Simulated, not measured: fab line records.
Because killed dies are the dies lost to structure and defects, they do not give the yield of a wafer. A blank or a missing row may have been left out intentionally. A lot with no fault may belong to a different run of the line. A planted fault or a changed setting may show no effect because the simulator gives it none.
Chamber matching ; flow n5Finfet ; pecvd-04 running N5_BEOL_M0_SAQP_ILD_DEP_01: 3 sister chambers
The step deposits SiOC from DEMS/O2, target thk 45.419 nm, time 8.7 s. 6 wafers are shown with their chamber, then 8 later ones without.

## WAFERS WITH THEIR CHAMBER
wafer;chamber;throttleValvePct (%);heaterPowerW (W)
L079.3;0;11.8;562
L080.6;1;12.1;554
L085.2;0;12.0;536
L085.3;1;12.0;455
L085.4;2;11.0;411
L087.1;2;11.1;498

## WAFERS WHOSE CHAMBER IS MISSING
wafer;throttleValvePct (%);heaterPowerW (W)
L087.3;12.1;513
L087.6;12.1;515
L094.1;12.0;547
L094.5;11.0;497
L094.6;11.8;564
L097.2;11.2;487
L097.3;11.9;532
L097.5;11.7;533

## WHICH CHAMBER EACH ONE RAN IN
wafer;from the rows above;in truth
L087.3;can't be placed: 1 or 0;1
L087.6;can't be placed: 1 or 0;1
L094.1;can't be placed: 1 or 0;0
L094.5;2;2
L094.6;can't be placed: 0 or 1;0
L097.2;2;2
L097.3;can't be placed: 0 or 1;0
L097.5;can't be placed: 0 or 1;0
Placed correctly: 2 of 8. These rows do not allow placing 6 (true chamber among the candidates in 6). Wrongly placed: 0.
How it was worked out, from the rows above alone: a wafer's distance from a chamber is the root of the sum, over the readings, of the square of ((its reading less the chamber's mean) divided by the reading's scatter). The wafer belongs to the nearest chamber; if the next one is less than 2 further off, it can't be placed. For every chamber, the mean is computed from those of its wafers that are shown. The scatter: the root of (the sum of the squares of (reading less its chamber's mean) over the shown wafers, divided by (wafers less chambers)).
